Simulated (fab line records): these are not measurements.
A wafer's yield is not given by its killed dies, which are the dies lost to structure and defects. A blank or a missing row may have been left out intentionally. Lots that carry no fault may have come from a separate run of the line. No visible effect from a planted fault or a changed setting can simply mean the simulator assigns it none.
Comparing a struck lot with a sound one + flow n5Finfet + 17 out of 1938 route steps
Sound: wafers L457.3, L457.4, L457.6. Wafers L451.2, L451.5, L451.6 were the ones struck. The cause is named last.
For every step that has rows: the tool of each side, followed by ch and its chambers, followed by its first start. Under that, the readings that differ: sound wafers + struck wafers + difference of the means + sigmas: that difference in standard deviations of wafers without a fault.
alike: words and numbers the same on both sides, and readings whose means are apart by under 2 such deviations; not compared: readings that were withheld, readings missing a value for some wafer, numbers with overlapping values and no deviation given by the record, and bounds like >300 which may hide the same value.
The two part at a step that has a row with sigmas, a row that says differs or no value, or rows on one side only. When numbers do not overlap yet have no deviation, they are printed without sigmas and do not part them. Lack of a reading on every wafer of one side parts them only where that side has two or more wafers.

first, 9 steps without rows for these wafers: N5_HKMG_FIN_EBR_08; N5_HKMG_FIN_SOFTBAKE_07 (time 60 s); N5_HKMG_FIN_EXPOSE_09 (exposes mask NWFM); N5_HKMG_FIN_PEB_10 (peb time 60 s); N5_HKMG_FIN_DEVELOP_11 (develop time 30 s); N5_HKMG_FIN_DESCUM_17 (chemistry O2, time 7.9 s); N5_HKMG_FIN_ETCH_31 (etches SiARC in CF4, target depth 45.5 nm, time 75.8 s); N5_HKMG_FIN_ETCH_32 (etches SOC in N2/H2, target depth 240 nm, time 300 s); N5_HKMG_FIN_STRIP_33 (strips in N2/H2).
N5_HKMG_FIN_STRIP_34: strips in CF4.
  sound on rieDiel-03 ch 0,1,2, day 8 16:32; struck on rieDiel-03 ch 0,1, day 7 07:41
  no value came back on the struck wafers for any of 7 readings (biasPowerW (W), cf4FlowSccm (sccm) and others); on the sound wafers biasPowerW (W) reads 75.31 75.11 75.03
| reading                                    | sound | struck         | difference | sigmas |
|--------------------------------------------|-------|----------------|------------|--------|
| model.SiARC_of_HKMG_FIN_COAT_30.thkNm (nm) | 0 0 0 | 20.6 21.6 20.8 | +21.0      |        |
  not compared: rfHoursCounterH
then, 3 steps without rows for these wafers: N5_HKMG_FIN_ETCH_35 (etches SOC in N2/H2, target depth 215.8 nm, time 243.4 s); N5_HKMG_FIN_STRIP_92 (strips SOC in N2/H2, time 20 s); N5_HKMG_FIN_WET_ETCH_18 (etches TiN in SC1, time 55 s, target depth 5.2 nm, rinse time 30 s).
N5_HKMG_FIN_STRIP_19: strips in N2/H2, time 360 s.
  sound on plasmaAsher-02 ch 0,1, day 8 16:58; struck on plasmaAsher-02 ch 0,1, day 7 08:00
| reading                                  | sound | struck     | difference | sigmas |
|------------------------------------------|-------|------------|------------|--------|
| model.SOC_of_HKMG_FIN_COAT_29.thkNm (nm) | 0 0 0 | 71 78.6 71 | +74        |        |
  alike: drypumpMotorCurrentA, h2FlowSccm, heaterPowerW
  not compared: rfHoursCounterH
then, 1 step without rows for these wafers: N5_HKMG_FIN_ALD_91 (deposits TiN, target thk 1 nm, pulse time 1 s, purge time 3 s).
N5_BEOL_M4_RC_MEAS_101:
  the record has rows for the sound wafers here (prober-02 ch 0, day 12 20:30) and none for the struck ones
-- a jump in the record: the struck wafers' starts before and after are 9 days apart (it breaks off in module BEOL_M4 and resumes in module PASSIVATION, where the first step shown is number 1936 of the route) --
N5_PASSIVATION_PROBE_49:
  struck on prober-02, day 16 16:32; sound on prober-01, day 17 14:11
| reading                 | sound | struck         | difference | sigmas      |
|-------------------------|-------|----------------|------------|-------------|
| defectLimitedYield (%)  | 92.3  | 0 0 0          | -92        | -66         |
| killedAtFrontEnd        | 34    | 1153 1125 1136 | +1104      | +99 or more |
| killedDies              | 91    | 1180 1180 1180 | +1089      | +68         |
| killedOnRim             | 7     | 152 152 152    | +145       | +36         |
| sort_bin_5_function (%) | 4.5   | 98.1 96.7 97.5 | +92.9      | +99 or more |
| sortNPass               | 1089  | 0 0 0          | -1089      | -39         |
| sortYieldPct (%)        | 92.3  | 0 0 0          | -92        | -38         |
  alike: killed_at_M0_to_M3, killed_at_M4_up, killedAtContacts, killedAtOther, killedOpen, killedShort, sort_bin_4_leakage, sort_bin_6_memory

## WHERE THEY PART
Last at N5_PASSIVATION_PROBE_49 as far as this record goes, first at N5_HKMG_FIN_STRIP_34.

WHY: what the simulator had put in
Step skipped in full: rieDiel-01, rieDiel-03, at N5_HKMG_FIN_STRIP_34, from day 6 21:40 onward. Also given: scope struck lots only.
